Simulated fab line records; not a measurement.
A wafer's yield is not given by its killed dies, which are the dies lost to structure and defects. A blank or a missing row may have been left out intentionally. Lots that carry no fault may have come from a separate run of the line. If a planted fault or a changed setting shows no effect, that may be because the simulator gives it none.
Chamber matching | flow nand_harc | NHARC_P_M1_PRE_CLEAN_32 on pecvd-03: 3 sister chambers
The step time 12 s. 6 wafers are shown with their chamber, then 9 later ones without.

WAFERS, EACH WITH ITS CHAMBER
wafer  | chamber | heater_power_w (W)
L078.5 | 0       | 604
L086.1 | 0       | 640
L086.2 | 1       | 600
L088.1 | 2       | 634
L088.3 | 1       | 666
L088.4 | 2       | 651

WAFERS WITHOUT THEIR CHAMBER
wafer  | heater_power_w (W)
L090.1 | 639
L090.3 | 638
L090.5 | 638
L093.1 | 542
L093.5 | 606
L093.6 | 532
L096.1 | 653
L096.3 | 660
L096.6 | 573

WHICH CHAMBER EACH WENT THROUGH
wafer  | from the rows above          | in truth
L090.1 | can't be placed: 2 or 1 or 0 | 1
L090.3 | can't be placed: 2 or 1 or 0 | 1
L090.5 | can't be placed: 2 or 1 or 0 | 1
L093.1 | can't be placed: 0 or 1 or 2 | 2
L093.5 | can't be placed: 0 or 1 or 2 | 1
L093.6 | can't be placed: 0 or 1 or 2 | 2
L096.1 | can't be placed: 2 or 1 or 0 | 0
L096.3 | can't be placed: 2 or 1 or 0 | 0
L096.6 | can't be placed: 0 or 1 or 2 | 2
0 of 9 placed correctly. From these rows, 9 cannot be placed; in 9 the true chamber is one of the candidates. Placed wrongly: 0.
How it was worked out, from the rows above alone: a wafer's distance from a chamber is the root of the sum, over the readings, of the square of ((its reading less the chamber's mean) divided by the reading's scatter). The wafer belongs to the nearest chamber; if the next one is less than 2 further off, it can't be placed. Each chamber's mean is taken over the wafers shown for it. How the scatter is found: for the shown wafers, subtract from each reading the mean of its chamber, square and add these, divide the total by (wafers less chambers), then take the root.
